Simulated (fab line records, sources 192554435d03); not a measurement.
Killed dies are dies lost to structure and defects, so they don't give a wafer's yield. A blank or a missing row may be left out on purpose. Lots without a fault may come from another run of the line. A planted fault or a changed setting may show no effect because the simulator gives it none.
Split-lot experiment | flow n5_finfet | 7 lots, 21 wafers read, on a route of 1938 steps

THE SPLIT
At N5_SDB_COAT_03 (time 60 s, resist thk 100 nm), the setting spin_rpm was moved away from the recipe's 1500 rpm on 7 of the 21 wafers read, by -10.3% to -4.1%. The other wafers ran this setting at the recipe's value.

FROM THE SPLIT TO THE READING: what the file shows between them, 4 steps
- N5_SDB_ETCH_17: etches SiARC in CF4, target depth 23.4 nm, time 39 s (also split here: bias_w)
- N5_SDB_ETCH_18: etches SOC in N2/H2, target depth 100 nm, overetch 20 nm, time 150 s
- N5_SDB_STRIP_19: strips in N2/H2
- N5_SDB_STRIP_21: strips in CF4

THE READING
SOC_of_SDB_COAT_03.thk_nm (the simulator's own value, which no gauge read), in nm, at N5_SDB_HM_OPEN_20 (chemistry CH3F/O2, target SiNx, stops on poly-Si, target depth 24 nm). The file gives no usual value for it. The 14 wafers here that ran the recipe average 83.7 nm, standard deviation 0.64 nm.

wafer  | tool, chamber at the split | spin_rpm as run, rpm | against the recipe | SOC_of_SDB_COAT_03.thk_nm, nm | against lot-mates on the recipe
L076.1 | litho_track-03, 0          | 1500                 | recipe             | 84                            | -
L076.3 | litho_track-03, 0          | 1500                 | recipe             | 84.2                          | -
L076.4 | litho_track-03, 0          | 1425                 | -5.0%              | 86.4                          | +2.3
L083.1 | litho_track-05, 0          | 1500                 | recipe             | 83.8                          | -
L083.3 | litho_track-05, 0          | 1500                 | recipe             | 84                            | -
L083.4 | litho_track-05, 0          | 1500                 | recipe             | 83.4                          | -
L084.1 | litho_track-03, 0          | 1500                 | recipe             | 82.2                          | -
L084.3 | litho_track-03, 0          | 1500                 | recipe             | 83.2                          | -
L084.5 | litho_track-03, 0          | 1500                 | recipe             | 83.2                          | -
L086.1 | litho_track-03, 0          | 1345                 | -10.3%             | 89.6                          | no lot-mate on the recipe
L086.2 | litho_track-03, 0          | 1345                 | -10.3%             | 89.8                          | no lot-mate on the recipe
L086.6 | litho_track-03, 0          | 1345                 | -10.3%             | 89.8                          | no lot-mate on the recipe
L090.1 | litho_track-03, 0          | 1500                 | recipe             | 83.4                          | -
L090.4 | litho_track-03, 0          | 1500                 | recipe             | 84.2                          | -
L090.6 | litho_track-03, 0          | 1500                 | recipe             | 82.8                          | -
L096.1 | litho_track-05, 0          | 1500                 | recipe             | 84.6                          | -
L096.3 | litho_track-05, 0          | 1500                 | recipe             | 84.4                          | -
L096.4 | litho_track-05, 0          | 1439                 | -4.1%              | 86.8                          | +2.3
L097.2 | litho_track-02, 0          | 1405                 | -6.3%              | 87.2                          | +3.2
L097.5 | litho_track-02, 0          | 1405                 | -6.3%              | 87.2                          | +3.2
L097.4 | litho_track-02, 0          | 1500                 | recipe             | 84                            | -

THE FIT
A straight line over all 21 wafers: SOC_of_SDB_COAT_03.thk_nm changes by -0.584 nm for each +1% of spin_rpm; r = -0.97; the points scatter about the line by 0.58 nm.
The same after taking each lot's own level away (the mean of its wafers on the recipe; 18 wafers): -0.504 nm for each +1%; r = -0.96; scatter 0.35 nm.
On that fit, the largest move of spin_rpm shifts the reading by 5.2 nm.
The lots' own levels span 82.87 to 84.50 nm, that is 2.5 times the standard deviation above.
So the lot-to-lot level changes the slope: the two fits differ.
Check: with one of the wafers moved furthest among these (-6.3%) left out of the fit, the line predicts +3.19 nm for it against its lot-mates. It came out at +3.2 nm against them.

OTHER SPLITS ON THESE WAFERS
These wafers also went through other splits before the reading. Each is held against what the fit with the lots' levels taken away leaves over:
other split on the same wafers | wafers away from the commonest value | r with SOC_of_SDB_COAT_03.thk_nm (lot level and that fit taken away)
N5_FIN_CUT_EXPOSE_05 dose_mj   | 4                                    | -0.10
N5_DUMMY_GATE_HM_DEP_06 time_s | 15                                   | -0.04
N5_SD_EPI_N_COAT_33 spin_rpm   | 9                                    | -0.36
N5_SD_EPI_N_COAT_03 spin_rpm   | 6                                    | +0.04
N5_SDB_ETCH_17 bias_w          | 9                                    | -0.18

THE WHOLE CHAIN: every reading that the file lists as answering this split, in the file's order
step              | what it does                                                         | reading                                                                    | change (the file's fit)               | r (the file's)
N5_SDB_COAT_03    | time 60 s, resist thk 100 nm                                         | SOC_of_SDB_COAT_03.thk_nm (the simulator's own value, which no gauge read) | -0.517 nm for each +1% of the setting | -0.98
N5_SDB_ETCH_18    | etches SOC in N2/H2, target depth 100 nm, overetch 20 nm, time 150 s | etch.depth_nm (the simulator's own value, which no gauge read)             | -0.515 nm for each +1% of the setting | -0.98
N5_SDB_HM_OPEN_20 | chemistry CH3F/O2, target SiNx, stops on poly-Si, target depth 24 nm | SOC_of_SDB_COAT_03.thk_nm (the simulator's own value, which no gauge read) | -0.504 nm for each +1% of the setting | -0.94
N5_SDB_STRIP_22   | strips in N2/H2                                                      | strip_time_to_endpoint_s                                                   | withheld for each +1% of the setting  | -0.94

THE FILE'S OWN FIT
SOC_of_SDB_COAT_03.thk_nm changes by -0.504 nm for each +1% of spin_rpm, r = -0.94.
